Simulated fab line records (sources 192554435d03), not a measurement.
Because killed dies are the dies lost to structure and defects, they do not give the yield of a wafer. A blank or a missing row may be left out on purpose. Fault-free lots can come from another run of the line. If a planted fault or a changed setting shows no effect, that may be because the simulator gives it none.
8D (eight disciplines) problem report, filled in by code || flow n5Finfet || the parts of the form that need people (team, actions taken, sign-off) are left out

== 1. WHAT IS WRONG ==
N5_PASSIVATION_PROBE_49, killed_at_M4_up: mean 91 over 1 wafer from 1 lot; wafers with no fault: 13, standard deviation 5.1. That puts it +15 standard deviations away from the usual mean.
First seen on wafer L597.4, day 17 23:40, on prober-01. The record holds 15 wafers of 5 lots with a number at this step. The rule behind "out" and "out of limits": a value lying over 4 standard deviations away from the usual mean. The rest of the wafers with a number are treated as sound.

== 2. WHAT IT IS; WHAT IT IS NOT ==
{"question": "which readings at this step", "is": "killed_at_M4_up, killedDies, sort_bin_5_function", "is not": "killed_at_M0_to_M3, killedAtContacts, killedAtFrontEnd, killedAtOther, killedOpen, killedShort, sort_bin_4_leakage, sort_bin_6_memory"}
{"question": "which lots", "is": "L597", "is not": "L578, L583, L584, L590"}
{"question": "which wafers of those lots", "is": "L597.4", "is not": "L597.5, L597.6"}
{"question": "read on which tools", "is": "prober-01", "is not": "prober-02"}
{"question": "when", "is": "from day 17 23:40", "is not": "up to then (12 sound wafers); but 2 sound wafers of L597 came after"}

== 3. WHAT RULES OUT EACH SUSPECT ==
Counting: any tool at a process step up to the reading remains a suspect provided it ran every lot that is out. Sound lots after the first of them don't rule it out here, since some wafers of a struck lot are sound.
- rieDiel-04 at N5_BEOL_M4_STRIP_36 (strips in N2/H2): kept. L597, the lot that is out, went through it at day 13 23:54; up to then, the latest sound lot through it was L583 at day 10 10:36.
- wetBench-05 at N5_BEOL_M4_PRECLEAN_42 (cleans in residue remover, time 60 s): kept. L597, the lot that is out, went through it at day 14 00:11; up to then, the latest sound lot through it was L590 at day 11 13:41.
- pvdSputter-02 at N5_BEOL_M4_ANNEAL_82 (time 240 s): kept. L597, the lot that is out, went through it at day 14 02:02; up to then, the latest sound lot through it was L583 at day 10 14:11.
- pvdSputter-02 at N5_BEOL_M4_ANNEAL_91 (time 240 s): kept. L597, the lot that is out, went through it at day 14 02:41; up to then, the latest sound lot through it was L583 at day 10 14:50.
- pvdSputter-02 at N5_BEOL_M4_ANNEAL_95 (time 240 s): kept. L597, the lot that is out, went through it at day 14 03:08; up to then, the latest sound lot through it was L583 at day 10 15:17.
- pvdSputter-02 at N5_BEOL_M4_SPUTTER_96 (material Cu, target thk 4.5 nm, time 8.29 s): kept. L597, the lot that is out, went through it at day 14 03:16; up to then, the latest sound lot through it was L583 at day 10 15:25.
- prober-01 at N5_PASSIVATION_PROBE_49: kept. L597, the lot that is out, went through it at day 17 23:40; up to then, the latest sound lot through it was L583 at day 14 23:58. Its own readings are out on those wafers: killed_at_M4_up, killedDies, sort_bin_5_function.
Left after counting: rieDiel-04 at N5_BEOL_M4_STRIP_36, wetBench-05 at N5_BEOL_M4_PRECLEAN_42, pvdSputter-02 at N5_BEOL_M4_ANNEAL_82, pvdSputter-02 at N5_BEOL_M4_ANNEAL_91, pvdSputter-02 at N5_BEOL_M4_ANNEAL_95, pvdSputter-02 at N5_BEOL_M4_SPUTTER_96, prober-01 at N5_PASSIVATION_PROBE_49.

== 4. THE CAUSE (what the simulator had put in) ==
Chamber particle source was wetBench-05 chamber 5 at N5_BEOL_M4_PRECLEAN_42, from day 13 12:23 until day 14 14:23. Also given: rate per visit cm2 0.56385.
Counting leaves 7 suspects; this tool is one of them.

== 5. THE EFFECT CHAIN, in route order ==
Rows list readings where the struck wafers' mean (over those with a number) sits beyond 3 standard deviations from the usual. Only readings whose record carries a usual standard deviation are examined. hours: median over the lots of the time between each lot's start at the first step of this table that gives one and its start at this step. sigmas: the change, counted in usual standard deviations.
{"hours": 0, "step": "N5_PASSIVATION_PROBE_49", "reading": "defectLimitedYield", "usual": "91.1 %", "on struck wafers": 85.6, "change": -5.5, "sigmas": -3.9}
{"hours": 0, "step": "N5_PASSIVATION_PROBE_49", "reading": "killed_at_M4_up", "usual": 13, "on struck wafers": 91, "change": "+78", "sigmas": "+15"}
{"hours": 0, "step": "N5_PASSIVATION_PROBE_49", "reading": "killedDies", "usual": 105, "on struck wafers": 170, "change": "+65", "sigmas": "+4.1"}
{"hours": 0, "step": "N5_PASSIVATION_PROBE_49", "reading": "killedOnRim", "usual": 13, "on struck wafers": 28, "change": "+15", "sigmas": "+3.7"}
{"hours": 0, "step": "N5_PASSIVATION_PROBE_49", "reading": "sort_bin_5_function", "usual": "5.2 %", "on struck wafers": 8.9, "change": "+3.7", "sigmas": "+4.2"}
{"hours": 0, "step": "N5_PASSIVATION_PROBE_49", "reading": "sortNPass", "usual": 1074, "on struck wafers": 1009, "change": -65, "sigmas": -3.8}
{"hours": 0, "step": "N5_PASSIVATION_PROBE_49", "reading": "sortYieldPct", "usual": "91.0 %", "on struck wafers": 85.5, "change": -5.5, "sigmas": -3.7}
Its process steps:
- N5_PASSIVATION_PROBE_49

== 6. WHAT WOULD HAVE CAUGHT IT SOONER ==
The fault began at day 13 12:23; the first out-of-limits reading in this record came at day 17 23:40, 107 hours later.
Lots out: 1; all had begun N5_BEOL_M4_PRECLEAN_42 on wetBench-05 by day 17 23:40. A hold on the tool at that time would have spared none of them.
